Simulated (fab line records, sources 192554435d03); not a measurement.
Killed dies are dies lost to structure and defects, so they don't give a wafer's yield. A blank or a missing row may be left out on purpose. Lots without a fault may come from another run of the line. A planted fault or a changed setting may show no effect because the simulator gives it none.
Chamber matching | flow n5_finfet | N5_GATE_CUT_CMP_43 on cmp-04: 4 sister chambers
The step polishes SiO2. 8 wafers are shown with their chamber, then 7 later ones without.

WAFERS WITH THEIR CHAMBER
wafer  | chamber | motor_current_A (A) | slurry_flow_ml_min
L081.2 | 3       | 11.8                | 150.2
L086.3 | 3       | 11.5                | 150.3
L088.2 | 0       | 9.1                 | 150.2
L088.6 | 0       | 9.2                 | 150.2
L093.5 | 1       | 13.0                | 150.3
L093.6 | 2       | 10.7                | 150.3
L094.1 | 2       | 10.5                | 150.1
L094.4 | 1       | 13.0                | 150.4

WAFERS WITHOUT THEIR CHAMBER
wafer  | motor_current_A (A) | slurry_flow_ml_min
L094.6 | 9.2                 | 149.9
L095.1 | 13.4                | 150.7
L095.3 | 11.0                | 149.3
L095.4 | 10.8                | 150.3
L096.2 | 13.6                | 149.7
L096.4 | 10.5                | 149.5
L096.6 | 9.1                 | 149.4

WHICH CHAMBER EACH WENT THROUGH
wafer  | from the rows above     | in truth
L094.6 | 0                       | 0
L095.1 | 1                       | 1
L095.3 | can't be placed: 2 or 3 | 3
L095.4 | 2                       | 2
L096.2 | 1                       | 1
L096.4 | 2                       | 2
L096.6 | 0                       | 0
Placed correctly: 6 of 7. Can't be placed from these rows: 1 (the true chamber is among the candidates in 1). Placed wrongly: 0.
How it was worked out, from the rows above alone: a wafer's distance from a chamber is the root of the sum, over the readings, of the square of ((its reading less the chamber's mean) divided by the reading's scatter). The wafer belongs to the nearest chamber; if the next one is less than 2 further off, it can't be placed. A chamber's mean is the mean of its shown wafers. The scatter: the root of (the sum of the squares of (reading less its chamber's mean) over the shown wafers, divided by (wafers less chambers)).
